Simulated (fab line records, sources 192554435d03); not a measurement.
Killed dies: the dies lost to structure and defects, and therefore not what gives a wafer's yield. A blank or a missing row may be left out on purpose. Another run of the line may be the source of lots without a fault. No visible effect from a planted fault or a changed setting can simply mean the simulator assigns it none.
Split-lot experiment | flow n5Finfet | 39 wafers read from 7 lots, route of 1938 steps

## THE SPLIT
At N5_BEOL_M1_ILD_DEP_00 (deposits SiOC from DEMS/O2, target thk 79 nm, time 15.3 s), the setting timeS was moved away from the recipe's 15.3 s on 9 of the 39 wafers read, by -57.1% to +52.4%. For the rest of the wafers, this setting stayed at what the recipe calls for.

There is no step in the file separating the split from the reading.

## THE READING
M1_ILD_THK, in nm, at N5_BEOL_M1_THK_MEAS_01. Typical for fault-free wafers on this fab line: 79.4 nm, with standard deviation 1.2 nm.

wafer  | tool, chamber at the split | timeS as run, s | against the recipe | M1_ILD_THK, nm | against lot-mates on the recipe
L074.1 | pecvd-01, 1                | 23.32           | +52.4%             | 120.7          | +39.8
L074.2 | pecvd-01, 0                | 23.32           | +52.4%             | 118.3          | +37.4
L074.3 | pecvd-01, 2                | 15.3            | recipe             | 79.2           | -
L074.4 | pecvd-01, 2                | 15.3            | recipe             | 81.0           | -
L074.5 | pecvd-01, 1                | 15.3            | recipe             | 82.6           | -
L074.6 | pecvd-01, 0                | 23.32           | +52.4%             | 120.2          | +39.3
L076.1 | pecvd-01, 1                | 15.3            | recipe             | 79.3           | -
L076.2 | pecvd-01, 0                | 19.71           | +28.8%             | 100.0          | +19.8
L076.3 | pecvd-01, 2,0              | 19.71           | +28.8%             | 101.1          | +20.9
L076.4 | pecvd-01, 1,2              | 15.3            | recipe             | 80.6           | -
L076.5 | pecvd-01, 2,0              | 19.71           | +28.8%             | 100.9          | +20.7
L076.6 | pecvd-01, 1,2              | 15.3            | recipe             | 80.6           | -
L079.1 | pecvd-04, 2                | 15.3            | recipe             | 77.6           | -
L079.2 | pecvd-04, 1                | 15.3            | recipe             | 78.3           | -
L079.3 | pecvd-04, 0,1,0            | 15.3            | recipe             | 78.5           | -
L079.4 | pecvd-04, 0,1,0            | 15.3            | recipe             | 78.6           | -
L079.5 | pecvd-04, 2                | 15.3            | recipe             | 77.9           | -
L079.6 | pecvd-04, 0,1,0            | 15.3            | recipe             | 78.6           | -
L082.1 | pecvd-02, 2                | 15.3            | recipe             | 80.2           | -
L082.3 | pecvd-02, 0                | 15.3            | recipe             | 78.7           | -
L082.6 | pecvd-02, 2                | 15.3            | recipe             | 80.8           | -
L088.1 | pecvd-01, 2                | 15.3            | recipe             | 80.9           | -
L088.2 | pecvd-01, 1                | 15.3            | recipe             | 79.3           | -
L088.3 | pecvd-01, 0                | 15.3            | recipe             | 78.4           | -
L088.4 | pecvd-01, 0                | 15.3            | recipe             | 79.9           | -
L088.5 | pecvd-01, 1                | 15.3            | recipe             | 80.4           | -
L088.6 | pecvd-01, 2                | 15.3            | recipe             | 81.2           | -
L091.1 | pecvd-01, 1                | 6.57            | -57.1%             | 35.2           | -45.5
L091.2 | pecvd-01, 0                | 15.3            | recipe             | 79.5           | -
L091.3 | pecvd-01, 2                | 6.57            | -57.1%             | 36.5           | -44.2
L091.4 | pecvd-01, 2                | 15.3            | recipe             | 82.0           | -
L091.5 | pecvd-01, 0                | 15.3            | recipe             | 80.5           | -
L091.6 | pecvd-01, 1                | 6.57            | -57.1%             | 35.1           | -45.6
L093.1 | pecvd-01, 0                | 15.3            | recipe             | 78.0           | -
L093.2 | pecvd-01, 1                | 15.3            | recipe             | 79.2           | -
L093.3 | pecvd-01, 2                | 15.3            | recipe             | 80.0           | -
L093.4 | pecvd-01, 1                | 15.3            | recipe             | 80.5           | -
L093.5 | pecvd-01, 2                | 15.3            | recipe             | 81.0           | -
L093.6 | pecvd-01, 0                | 15.3            | recipe             | 79.5           | -
When a row names more than one chamber, that row covers several wafers, and the file does not tell which wafer ran in which chamber.

FIT RESULTS
A straight line over all 39 wafers: M1_ILD_THK changes by +0.764 nm for each +1% of timeS; r = +1.00; the points scatter about the line by 1.2 nm.
The same after taking each lot's own level away (the mean of its wafers on the recipe; 39 wafers): +0.761 nm for each +1%; r = +1.00; scatter 1.1 nm.
On that fit, the largest move of timeS shifts the reading by 43 nm.
Measured against the standard deviation above, the lots' own levels, which go from 78.25 to 80.93 nm, span 2.2 times it.
The two slopes are in agreement: the lot-to-lot level therefore moves the slope only a little.
Check: for one of the wafers moved furthest among these (-57.1%), held out of the fit, the line's prediction against its lot-mates is -43.4 nm. It came out at -45.5 nm against them.

## OTHER SPLITS APPLIED TO THESE WAFERS
These wafers also went through other splits before the reading. Each is held against what the fit with the lots' levels taken away leaves over:
other split on the same wafers   | wafers away from the commonest value | r with M1_ILD_THK (lot level and that fit taken away)
N5_ZERO_LAYER_PECVD_02 timeS     | 15                                   | +0.05
N5_FIN_SAQP_HM_DEP_03 timeS      | 15                                   | -0.02
N5_SDB_ALD_29 aldCycles          | 9                                    | +0.11
N5_GATE_CUT_ETCH_56 targetDepthA | 12                                   | -0.03

## THE WHOLE CHAIN: every reading that the file lists as answering this split, in the file's order
step                   | what it does                                              | reading                                                                           | change (the file's fit)               | r (the file's)
N5_BEOL_M1_ILD_DEP_00  | deposits SiOC from DEMS/O2, target thk 79 nm, time 15.3 s | SiOC_of_BEOL_M1_ILD_DEP_00.thkNm (the simulator's own value, which no gauge read) | +0.762 nm for each +1% of the setting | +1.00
N5_BEOL_M1_THK_MEAS_01 |                                                           | M1_ILD_THK                                                                        | +0.76 for each +1% of the setting     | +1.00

## FILE'S OWN FIT
M1_ILD_THK changes by +0.76 nm for each +1% of timeS, r = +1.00.
